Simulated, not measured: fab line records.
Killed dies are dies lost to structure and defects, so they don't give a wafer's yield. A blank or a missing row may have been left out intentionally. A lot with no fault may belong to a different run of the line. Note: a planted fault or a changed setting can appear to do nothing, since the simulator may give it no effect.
Struck lot and sound lot, side by side | flow n5-finfet | 14 steps out of a route of 1938
Sound: wafers L248.1, L248.4, L248.5. Wafers L244.1, L244.2, L244.4 were the ones struck. The cause is named last.
At each step with rows: each side's tool, then ch and its chambers, then its first start. Under that, the readings that differ: sound wafers | struck wafers | difference of the means | sigmas: that difference in standard deviations of wafers without a fault.
alike: a reading whose means differ by less than 2 such deviations, as well as words and numbers matching on both sides. not compared: withheld readings; readings where some wafer has no value; bounds like >300 that might hide an equal value; numbers whose values overlap and for which the record gives no deviation.
A row with sigmas, a row that says differs or no value, or rows on one side alone: a step with any of these is where the two part. Numbers that don't overlap but have no deviation are shown without sigmas and don't part them. Lack of a reading on every wafer of one side parts them only where that side has two or more wafers.

N5_BEOL_M5_ILD_DEP_00: deposits SiCOH lowk from DEMS/porogen, target thk 140.64 nm, time 25.9 s.
  sound on pecvd-01 ch 0,1, day 14 09:50; struck on pecvd-02 ch 0,1,2, day 13 15:20
  alike: heater-power-w, showerhead-plenum-p-Torr, throttle-valve-pct
N5_BEOL_M5_CURE_79: cures SiCOH lowk, time 240 s.
  sound on uv-cure-03 ch 0, day 14 09:55; struck on uv-cure-01 ch 1, day 13 15:23
  alike: lamp-power-pct, wafer_temp_C_max
N5_BEOL_M5_THK_MEAS_01:
  sound on film-metro-02, day 14 10:25; struck on film-metro-02, day 13 16:23
  alike: M5_ILD_THK
N5_BEOL_M5_PECVD_70: deposits SiO2 from TEOS/O2, target thk 16 nm, time 18 s.
  sound on pecvd-02 ch 1,2, day 14 10:27; struck on pecvd-01 ch 0,1, day 13 16:25
  alike: heater-power-w, showerhead-plenum-p-Torr, throttle-valve-pct
N5_BEOL_M5_HM_DEP_02: deposits TiN, target thk 20 nm.
  sound on pvd-sputter-02, day 14 12:22; struck on pvd-sputter-01, day 13 19:07
  alike: throttle-valve-pct
then, 7 steps without rows for these wafers: N5_BEOL_M5_COAT_59 (time 60 s, resist thk 60 nm); N5_BEOL_M5_COAT_60 (time 60 s, resist thk 12 nm); N5_BEOL_M5_COAT_71 (time 60 s, resist thk 5 nm); N5_BEOL_M5_COAT_05 (resist thk 30 nm); N5_BEOL_M5_EBR_07; N5_BEOL_M5_SOFTBAKE_06 (time 60 s); N5_BEOL_M5_EXPOSE_08 (exposes mask M5, target cd 28 nm).
N5_BEOL_M5_PEB_09: peb time 60 s.
  struck on litho-track-03, day 13 19:26; sound on litho-track-02 ch 0, day 14 12:49
  no value came back on the struck wafers for chill-plate-temp-C (C), exhaust-pa (Pa), heater-power-total-W (W); on the sound wafers chill-plate-temp-C (C) reads 22.80 22.82 22.91
then, 1 step without rows for these wafers: N5_BEOL_M5_DEVELOP_10 (develop time 30 s).

## WHERE THEY PART
Within this record, at N5_BEOL_M5_PEB_09 only.

WHY: what the simulator had put in
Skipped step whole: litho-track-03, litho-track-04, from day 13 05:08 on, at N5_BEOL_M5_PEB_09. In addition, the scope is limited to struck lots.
